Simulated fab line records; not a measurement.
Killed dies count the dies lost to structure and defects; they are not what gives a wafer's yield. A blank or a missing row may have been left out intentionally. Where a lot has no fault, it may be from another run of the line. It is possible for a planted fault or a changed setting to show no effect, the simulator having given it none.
fab line records | flow nand-harc
record lots=12 | wafers=36 | last-day=33
route steps=1302 shown A_WL_FILL@972 A_CONTACT@997
lots that met no fault: taken from a fault-free run of the same line
start-h: start of the lot's first displayed wafer, in hours after the record's first day | wait-h: hours since the lot's step before | " repeats the value in the row above | L1.1+2: a row that stands for several wafers | - no value present, or no start provided | * or withheld: withheld | < > ~ a bound
route shown NAME@n: a module of which the file shows steps, and the number in the route of the first | usual: the fault-free wafers' mean and standard deviation | same: alike in all rows | chamber/n: place in a boat | sites: the reading at each site | _std_site: standard deviation across them | _edge_site: inner sites' mean taken away from outer sites' mean | radius-mm: for every site, how far away it sits from the centre of the wafer | mask NAME#n: copy n | behind: tool/chamber where the wafer was last shaped | hold: what put the lot on hold/how long, in hours/how the hold closed | device: whichever transistor did not switch (one of n, p or np) | end of line: at the end of the route, the tests of the same wafers | a step given without rows: its recipe and nothing more | killed: dies lost to structure and defects at the first sort, not the wafer's yield | map: a wafer's dies, marking killed ones x, the rest . and places with no die _
set.NAME: the setting the step ran with; set.NAME@STEP: the setting that earlier step ran with | model.NAME: the simulator's own value behind a step, which no gauge read
the route's steps for a sample of lots (tables are steps, rows are wafers)
services: when a tool's chamber went out of use (start-h, in hours from the record's first day, below 0 if earlier), for how many hours, and the reason
## steps
# step NHARC_A_WL_FILL_ETCHBACK_26
# recipe target-depth-a=520 | time-s=13.3 | hbr-flow-sccm=150 | rf-w=350 | icp-w=350 | bias-w=60 | chemistry=HBr
# usual bias-w=60.02/0.18 | drypump-motor-current-A=5.6/0.39 | oes-product-au=1.000/0.0071 | throttle-valve-pct=23.266/0.0094
lot.wafer | tool      | chamber | start-h | wait-h | bias-w | drypump-motor-current-A | oes-product-au | rf-hours-counter-h | throttle-valve-pct
L528.1    | rie-si-04 | 3       | 491.24  | 0.4    | 60.21  | 5.0                     | 0.995          | 0.78               | 23.258
L528.3    | "         | 2       | "       | "      | 59.93  | 5.8                     | 0.999          | 0.79               | 23.261
L528.5    | "         | 3       | "       | "      | 60.25  | 5.0                     | 1.000          | -                  | 23.258
L529.4    | rie-si-03 | 2       | 500.96  | 0.4    | 59.89  | 6.1                     | 1.004          | 0.50               | 23.243
L529.1    | "         | 3       | "       | "      | 59.75  | 6.1                     | 1.002          | 0.69               | 23.268
L529.5    | "         | 3       | "       | "      | 60.19  | 6.1                     | 1.003          | -                  | 23.272
L531.1    | rie-si-05 | 2       | 521.63  | 0.4    | 59.99  | 5.5                     | 1.010          | 0.18               | 23.269
L531.2    | "         | 3       | "       | "      | 59.67  | 5.4                     | 0.997          | 0.22               | 23.258
L531.3    | "         | 0       | "       | "      | 60.19  | 5.4                     | 1.005          | 0.21               | 23.267
L532.2    | rie-si-05 | 0       | 538.81  | 0.4    | 60.01  | 5.4                     | 1.007          | 0.35               | 23.266
L532.3    | "         | 1       | "       | "      | 60.00  | 5.4                     | 1.001          | 0.32               | 23.253
L532.1    | "         | 3       | "       | "      | 60.07  | 5.4                     | 1.003          | 0.32               | 23.275
L534.1    | rie-si-05 | 0       | 546.94  | 0.4    | 59.82  | 5.4                     | 1.008          | 0.40               | 23.256
L534.3    | "         | 1       | "       | "      | 60.20  | 5.4                     | 1.006          | 0.38               | 23.276
L534.5    | "         | 1       | "       | "      | 59.94  | 5.4                     | 0.997          | -                  | 23.289
L536.1    | rie-si-04 | 0       | 563.99  | 0.4    | 59.91  | 5.9                     | 0.997          | 0.24               | 23.250
L536.2    | "         | 1       | "       | "      | 60.16  | 4.8                     | 1.010          | 0.26               | 23.264
L536.6    | "         | 0       | "       | "      | 60.24  | 5.9                     | 1.005          | -                  | 23.266
L535.2    | rie-si-05 | 0       | 566.81  | 0.4    | 60.12  | 5.4                     | 0.995          | 0.43               | 23.275
L535.1    | "         | 1       | "       | "      | 60.11  | 5.4                     | 1.003          | 0.46               | 23.266
L535.3    | "         | 2       | "       | "      | 59.82  | 5.5                     | 0.997          | 0.42               | 23.274
L538.4    | rie-si-03 | 3       | 585.32  | 0.4    | 59.92  | 6.1                     | 0.999          | 0                  | 23.269
L538.1    | "         | 0       | "       | "      | 60.17  | 5.6                     | 0.992          | 0                  | 23.262
L538.5    | "         | 2       | "       | "      | 59.73  | 6.1                     | 1.002          | -                  | 23.275
L537.3    | rie-si-05 | 3       | 592.38  | 0.4    | 60.01  | 5.4                     | 0.999          | 0.67               | 23.269
L537.2    | "         | 0       | "       | "      | 59.67  | 5.4                     | 1.006          | 0.61               | 23.275
L537.6    | "         | 1       | "       | "      | 59.88  | 5.4                     | 1.007          | -                  | 23.274
L539.2    | rie-si-05 | 1       | 603.36  | 0.4    | 60.02  | 5.4                     | 1.001          | 0.66               | 23.266
L539.1    | "         | 3       | "       | "      | 59.89  | 5.4                     | 0.988          | 0.76               | 23.267
L539.5    | "         | 1       | "       | "      | 59.97  | 5.4                     | 1.003          | -                  | 23.250
L546.3    | rie-si-03 | 2       | 678.86  | 0.4    | 59.89  | 6.1                     | 0.995          | 0.78               | 23.270
L546.4    | "         | 0       | "       | "      | 60.14  | 5.6                     | 0.992          | 0.65               | 23.257
L546.1    | "         | 1       | "       | "      | 59.87  | 6.2                     | 0.987          | 0.75               | 23.279
L547.1    | rie-si-05 | 0       | 696.44  | 0.4    | 59.85  | 5.4                     | 0.994          | 0.28               | 23.272
L547.3    | "         | 3       | "       | "      | 60.38  | 5.4                     | 0.996          | 0.23               | 23.267
L547.6    | "         | 0       | "       | "      | 60.20  | 5.4                     | 0.999          | -                  | 23.266
# step NHARC_A_CONTACT_CD_MEAS_42
# recipe target-cd-nm=300 | landing-energy-ev=500
# usual cd-nm=300.0/0.4
lot.wafer | tool      | chamber | start-h | wait-h | cd-nm
L528.1    | cd-sem-01 | 0       | 501.13  | -      | 300.1
L528.3    | "         | 0       | "       | "      | 300.1
L528.5    | "         | 0       | "       | "      | 299.9
L529.1    | cd-sem-03 | 0       | 510.30  | -      | 300.3
L529.4    | "         | 0       | "       | "      | 299.3
L529.5    | "         | 0       | "       | "      | 300.1
L531.1    | cd-sem-01 | 0       | 528.40  | -      | 299.5
L531.2    | "         | 0       | "       | "      | 299.2
L531.3    | "         | 0       | "       | "      | 300.3
L532.1    | cd-sem-01 | 0       | 545.62  | -      | 300.0
L532.2    | "         | 0       | "       | "      | 299.5
L532.3    | "         | 0       | "       | "      | 299.3
L534.1    | cd-sem-02 | 0       | 553.79  | -      | 300.3
L534.3    | "         | 0       | "       | "      | 299.8
L534.5    | "         | 0       | "       | "      | 299.4
L536.1    | cd-sem-02 | 0       | 572.97  | -      | 300.2
L536.2    | "         | 0       | "       | "      | 299.9
L536.6    | "         | 0       | "       | "      | 300.4
L535.1    | cd-sem-02 | 0       | 574.29  | -      | 299.9
L535.2    | "         | 0       | "       | "      | 300.0
L535.3    | "         | 0       | "       | "      | 300.0
L538.1    | cd-sem-03 | 0       | 592.61  | -      | 300.4
L538.4    | "         | 0       | "       | "      | 299.8
L538.5    | "         | 0       | "       | "      | 300.8
L537.2    | cd-sem-01 | 0       | 599.31  | -      | 300.4
L537.3    | "         | 0       | "       | "      | 299.7
L537.6    | "         | 0       | "       | "      | 300.4
L539.1    | cd-sem-02 | 0       | 610.05  | -      | 299.9
L539.2    | "         | 0       | "       | "      | 299.6
L539.5    | "         | 0       | "       | "      | 299.5
L546.1    | cd-sem-01 | 0       | 687.45  | -      | 299.9
L546.3    | "         | 0       | "       | "      | 300.4
L546.4    | "         | 0       | "       | "      | 299.9
L547.1    | cd-sem-02 | 0       | 708.56  | -      | 299.9
L547.3    | "         | 0       | "       | "      | 299.6
L547.6    | "         | 0       | "       | "      | 299.4
# step NHARC_A_CONTACT_ETCH_48
# recipe target-depth-a=390 | over-etch-frac=0.3 | time-s=65 | ion-energy-ev=80 | cf4-flow-sccm=150 | ar-flow-sccm=0 | rf-w=300 | bias-w=100 | chemistry=CF4
# usual bias-w=100.0/0.32 | drypump-motor-current-A=5.7/0.48 | mfc-ar-sccm=0.003/0.0077 | oes-product-au=1.002/0.008 | rf-vpp-V=151.6/1.5 | run-length-s=86.3/0.34 | showerhead-plenum-p-Torr=1.80/0.1 | throttle-valve-pct=13.285/0.0086
lot.wafer | tool        | chamber | start-h | wait-h | bias-w | drypump-motor-current-A | mfc-ar-sccm | oes-product-au | rf-hours-counter-h | rf-vpp-V | run-length-s | showerhead-plenum-p-Torr | throttle-valve-pct
L528.3    | rie-diel-04 | 0       | 501.42  | 0.1    | 100.3  | 5.7                     | 0           | 0.990          | 40                 | 154.1    | 86.0         | 1.87                     | 13.265
L528.1    | "           | 2       | "       | "      | 99.9   | 5.4                     | 0           | 0.990          | 49                 | 150.0    | 85.6         | 1.66                     | 13.274
L528.5    | "           | 1       | "       | "      | 100.2  | 5.0                     | 0           | 1.007          | -                  | 149.4    | 86.5         | 1.64                     | 13.290
L529.4    | rie-diel-11 | 3       | 510.58  | 0.1    | 100.0  | 5.6                     | 0.002       | 1.001          | 10                 | 152.9    | 86.0         | 1.91                     | 13.262
L529.1    | "           | 0       | "       | "      | 100.2  | 6.3                     | 0           | 1.002          | 11                 | 148.5    | 86.5         | 1.68                     | 13.288
L529.5    | "           | 2       | "       | "      | 99.9   | 5.1                     | 0           | 1.013          | -                  | 154.4    | 86.4         | 1.90                     | 13.285
L531.2    | rie-diel-11 | 0       | 528.68  | 0.1    | 100.6  | 6.3                     | 0           | 0.997          | 13                 | 150.5    | 86.6         | 1.68                     | 13.291
L531.1    | "           | 1       | "       | "      | 99.7   | 5.5                     | 0           | 1.009          | 13                 | 153.6    | 86.4         | 1.90                     | 13.286
L531.3    | "           | 2       | "       | "      | 99.9   | 5.1                     | 0           | 1.014          | 12                 | 152.2    | 86.4         | 1.90                     | 13.288
L532.2    | rie-diel-11 | 3       | 545.89  | 0.1    | 99.7   | 5.6                     | 0.002       | 0.996          | 14                 | 153.9    | 86.1         | 1.90                     | 13.285
L532.3    | "           | 0       | "       | "      | 100.1  | 6.3                     | 0           | 1.003          | 16                 | 150.5    | 86.6         | 1.68                     | 13.279
L532.1    | "           | 1       | "       | "      | 99.9   | 5.5                     | 0           | 0.984          | 15                 | 152.9    | 86.4         | 1.90                     | 13.281
L534.3    | rie-diel-04 | 2       | 554.07  | 0.1    | 99.8   | 5.4                     | 0           | 1.000          | 3                  | 149.6    | 85.9         | 1.65                     | 13.288
L534.1    | "           | 3       | "       | "      | 99.6   | 5.4                     | 0           | 1.009          | 3                  | 153.3    | 85.8         | 1.72                     | 13.283
L534.5    | "           | 1       | "       | "      | 100.4  | 5.0                     | 0           | 1.022          | -                  | 151.4    | 86.3         | 1.91                     | 13.292
L536.2    | rie-diel-11 | 0       | 573.25  | 0.1    | 99.4   | 6.3                     | 0           | 1.004          | 22                 | 150.5    | 86.2         | 1.68                     | 13.267
L536.1    | "           | 2       | "       | "      | 100.1  | 5.1                     | 0           | 1.012          | 20                 | 153.0    | 86.4         | 1.89                     | 13.282
L536.6    | "           | 3       | "       | "      | 99.9   | 5.6                     | 0.002       | 0.995          | -                  | 151.6    | 86.2         | 1.90                     | 13.281
L535.1    | rie-diel-04 | 1       | 574.57  | 0.1    | 100.1  | 5.0                     | 0           | 1.003          | 12                 | 153.2    | 86.5         | 1.90                     | 13.282
L535.2    | "           | 2       | "       | "      | 99.4   | 5.4                     | 0           | 0.990          | 10                 | 148.6    | 85.7         | 1.65                     | 13.278
L535.3    | "           | 3       | "       | "      | 100.3  | 5.4                     | 0           | 0.997          | 10                 | 149.9    | 85.7         | 1.72                     | 13.288
L538.4    | rie-diel-01 | 0       | 592.89  | 0.1    | 100.3  | 5.4                     | 0.028       | 0.987          | 10                 | 150.4    | 85.9         | 1.70                     | 13.276
L538.1    | "           | 1       | "       | "      | 100.7  | 5.8                     | 0.002       | 0.984          | 9                  | 151.3    | 86.3         | 1.69                     | 13.287
L538.5    | "           | 2       | "       | "      | 100.8  | 5.9                     | 0           | 0.983          | -                  | 152.0    | 87.0         | 1.80                     | 13.282
L537.3    | rie-diel-11 | 2       | 599.58  | 0.1    | 99.9   | 5.1                     | 0           | 1.013          | 25                 | 150.9    | 86.7         | 1.89                     | 13.276
L537.2    | "           | 3       | "       | "      | 100.2  | 5.6                     | 0.002       | 0.998          | 25                 | 153.1    | 86.2         | 1.90                     | 13.295
L537.6    | "           | 1       | "       | "      | 99.7   | 5.5                     | 0           | 1.002          | -                  | 152.8    | 86.2         | 1.90                     | 13.278
L539.1    | rie-diel-01 | 1       | 610.32  | 0.1    | 99.8   | 5.8                     | 0.002       | 0.995          | 12                 | 149.7    | 86.1         | 1.69                     | 13.284
L539.2    | "           | 2       | "       | "      | 99.6   | 5.9                     | 0           | 1.004          | 18                 | 150.9    | 86.6         | 1.80                     | 13.283
L539.5    | "           | 1       | "       | "      | 100.0  | 5.9                     | 0.002       | 0.993          | -                  | 149.1    | 86.6         | 1.69                     | 13.288
L546.4    | rie-diel-11 | 2       | 687.72  | 0.1    | 100.1  | 5.1                     | 0           | 1.004          | 10                 | 152.5    | 87.0         | 1.89                     | 13.283
L546.3    | "           | 0       | "       | "      | 99.5   | 6.3                     | 0           | 1.013          | 10                 | 149.9    | 86.5         | 1.67                     | 13.304
L546.1    | "           | 1       | "       | "      | 100.2  | 5.5                     | 0           | 1.010          | 7                  | 153.3    | 90.4         | 1.90                     | 13.283
L547.3    | rie-diel-11 | 1       | 708.83  | 0.1    | 99.8   | 5.5                     | 0           | 1.013          | 10                 | 155.1    | 90.6         | 1.90                     | 13.268
L547.1    | "           | 3       | "       | "      | 100.5  | 5.6                     | 0.002       | 0.989          | 13                 | 153.7    | 86.3         | 1.90                     | 13.284
L547.6    | "           | 0       | "       | "      | 100.2  | 6.3                     | 0           | 1.000          | -                  | 151.5    | 86.5         | 1.67                     | 13.272
# step NHARC_A_CONTACT_ETCH_113
# recipe source-w=withheld | pressure-mtorr=20 | bias-v=3000 | time-s=190 | target-depth-a=18500 | ar-flow-sccm=withheld | c4f8-flow-sccm=withheld | o2-flow-sccm=withheld | chemistry=C4F8/O2/Ar
# usual oes-air-line-au=1.000/0.02 | run-length-s=190/0
lot.wafer | tool            | chamber | start-h | wait-h | oes-air-line-au | rf-hours-counter-h | run-length-s
L528.1    | har-cap-etch-02 | 1       | 503.54  | 0.1    | 0.979           | 80                 | 190
L528.3    | "               | 1       | "       | "      | 0.977           | -                  | 190
L528.5    | "               | 0       | "       | "      | 1.003           | -                  | 190
L529.1    | har-cap-etch-02 | 1       | 512.71  | 0.1    | 1.014           | 82                 | 190
L529.4    | "               | 0       | "       | "      | 1.013           | -                  | 190
L529.5    | "               | 0       | "       | "      | 1.033           | -                  | 190
L531.2    | har-cap-etch-02 | 0       | 530.80  | 0.1    | 0.997           | 86                 | 190
L531.1    | "               | 1       | "       | "      | 0.987           | 86                 | 190
L531.3    | "               | 0       | "       | "      | 1.014           | -                  | 190
L532.2    | har-cap-etch-03 | 0       | 548.00  | 0.1    | 1.002           | 49                 | 190
L532.1    | "               | 1       | "       | "      | 0.994           | 49                 | 190
L532.3    | "               | 1       | "       | "      | 1.024           | -                  | 190
L534.1    | har-cap-etch-03 | 0       | 556.20  | 0.1    | 0.999           | 51                 | 190
L534.3    | "               | 1       | "       | "      | 0.979           | -                  | 190
L534.5    | "               | 1       | "       | "      | 1.006           | -                  | 190
L536.2    | har-cap-etch-03 | 1       | 575.34  | 0.1    | 1.000           | 55                 | 190
L536.1    | "               | 0       | "       | "      | 0.983           | 55                 | 190
L536.6    | "               | 1       | "       | "      | 0.992           | -                  | 190
L535.2    | har-cap-etch-01 | 0       | 576.71  | 0.1    | 1.023           | 13                 | 190
L535.1    | "               | 1       | "       | "      | 0.999           | 13                 | 190
L535.3    | "               | 0       | "       | "      | 1.021           | -                  | 190
L538.1    | har-cap-etch-02 | 1       | 595.12  | 0.2    | 1.016           | 98                 | 190
L538.4    | "               | 0       | "       | "      | 0.990           | -                  | 190
L538.5    | "               | 0       | "       | "      | 0.980           | -                  | 190
L537.2    | har-cap-etch-01 | 1       | 601.69  | 0.1    | 1.013           | 17                 | 190
L537.3    | "               | 1       | "       | "      | 1.006           | -                  | 190
L537.6    | "               | 0       | "       | "      | 1.013           | -                  | 190
L539.2    | har-cap-etch-01 | 0       | 612.46  | 0.1    | 1.026           | 19                 | 190
L539.1    | "               | 1       | "       | "      | 1.002           | 19                 | 190
L539.5    | "               | 1       | "       | "      | 0.990           | -                  | 190
L546.1    | har-cap-etch-01 | 0       | 689.87  | 0.1    | 0.988           | 32                 | 190
L546.4    | "               | 1       | "       | "      | 0.990           | -                  | 190
L546.3    | "               | 0       | "       | "      | 1.001           | -                  | 190
L547.1    | har-cap-etch-02 | 0       | 711.09  | 0.2    | 1.009           | 117                | 190
L547.3    | "               | 0       | "       | "      | 0.989           | -                  | 190
L547.6    | "               | 0       | "       | "      | 1.020           | -                  | 190
## services
tool            | chamber | start-h | hours | kind
rie-si-05       | -       | 482.00  | 9.0   | pm
rie-si-05       | 0       | 482.00  | 9.0   | vent-cycle
rie-si-05       | 1       | 482.00  | 9.0   | vent-cycle
rie-si-04       | 3       | 486.88  | 1.6   | repair
har-cap-etch-01 | -       | 497.00  | 17.0  | pm
rie-si-04       | 1       | 499.16  | 5.3   | repair
rie-diel-04     | 0       | 508.72  | 4.9   | repair
rie-diel-11     | 3       | 518.81  | 2.8   | repair
rie-si-04       | -       | 519.00  | 9.0   | pm
rie-diel-04     | -       | 533.00  | 9.0   | pm
rie-si-03       | -       | 545.02  | 0.1   | repair
rie-si-05       | 0       | 555.68  | 3.2   | repair
rie-diel-01     | -       | 557.93  | 9.0   | pm
rie-si-03       | -       | 575.00  | 9.0   | pm
rie-si-05       | 2       | 589.96  | 2.5   | repair
rie-si-04       | 1       | 590.86  | 11.6  | repair
rie-diel-01     | 1       | 598.73  | 6.5   | repair
rie-diel-11     | -       | 609.50  | 9.0   | pm
rie-si-03       | 3       | 620.19  | 5.9   | repair
rie-diel-01     | 3       | 640.82  | 3.7   | repair
rie-diel-11     | 1       | 656.67  | 20.0  | repair
rie-si-05       | -       | 659.00  | 9.0   | pm
rie-si-04       | -       | 696.00  | 9.0   | pm
rie-diel-04     | -       | 710.00  | 9.0   | pm
## key
first-sign step=NHARC_A_CONTACT_ETCH_48 | reading=run-length-s | direction=up | sigmas=13 | usual=* | struck=*
effect none on later readings
met-at NHARC_A_CONTACT_ETCH_48
struck-lots L546,L547
struck-wafers L546.1,L547.3
tester-left-out L546,L547
not-acting-at NHARC_A_WL_FILL_ETCHBACK_26,NHARC_A_CONTACT_CD_MEAS_42,NHARC_A_CONTACT_ETCH_113
onset-between 599.58 687.72
fault kind=process-parameter-drift | tool=rie-diel-11 | chamber=1 | onset-h=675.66 | steps=NHARC_A_CONTACT_ETCH_48 | channel=time-s | offset=* | shape=step | end-h=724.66 | acts-in=* | stated=*
# tester-left-out: of these lots the tester's yield and bins aren't shown, on N5 and GAA mostly nor the transistor test; their killed dies are dies lost to structure and defects alone, not to doping, threshold or leakage, so they don't give the yield
